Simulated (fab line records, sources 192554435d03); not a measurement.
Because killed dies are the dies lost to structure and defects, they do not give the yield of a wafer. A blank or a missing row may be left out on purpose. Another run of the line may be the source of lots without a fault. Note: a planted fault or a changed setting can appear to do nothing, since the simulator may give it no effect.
Chamber matching | flow n5_finfet | N5_BEOL_M7_DEP_56 on pecvd-04 has 3 sister chambers
The step deposits SiCN from 3MS/NH3, target thk 10 nm, time 17.5 s. 3 wafers are shown with their chamber, then 12 later ones without.

== WAFERS, EACH WITH ITS CHAMBER ==
wafer  | chamber | showerhead_plenum_p_Torr (Torr)
L086.4 | 2       | 3.677
L088.3 | 0       | 3.681
L088.6 | 1       | 3.647

== WAFERS WITHOUT THEIR CHAMBER ==
wafer  | showerhead_plenum_p_Torr (Torr)
L091.1 | 3.678
L091.2 | 3.688
L091.6 | 3.672
L093.1 | 3.672
L093.2 | 3.689
L093.3 | 3.640
L093.4 | 3.641
L093.5 | 3.681
L093.6 | 3.677
L096.2 | 3.649
L096.4 | 3.684
L096.5 | 3.686

== WHICH CHAMBER EACH WENT THROUGH ==
wafer  | from the rows above     | in truth
L091.1 | can't be placed: 2 or 0 | 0
L091.2 | can't be placed: 0 or 2 | 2
L091.6 | can't be placed: 2 or 0 | 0
L093.1 | can't be placed: 2 or 0 | 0
L093.2 | can't be placed: 0 or 2 | 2
L093.3 | 1                       | 1
L093.4 | 1                       | 1
L093.5 | can't be placed: 0 or 2 | 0
L093.6 | can't be placed: 2 or 0 | 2
L096.2 | 1                       | 1
L096.4 | can't be placed: 0 or 2 | 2
L096.5 | can't be placed: 0 or 2 | 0
3 of 12 placed correctly. Cannot be placed on the basis of these rows: 9; the candidates contain the true chamber in 9. Wrongly placed: 0.
How it was worked out, from the rows above alone: a wafer's distance from a chamber is the root of the sum, over the readings, of the square of ((its reading less the chamber's mean) divided by the reading's scatter). The wafer belongs to the nearest chamber; if the next one is less than 2 further off, it can't be placed. The mean given for a chamber averages the wafers shown for that chamber. The scatter: root of mean squared gap, hidden wafer to nearest shown wafer, with one shown wafer a chamber.
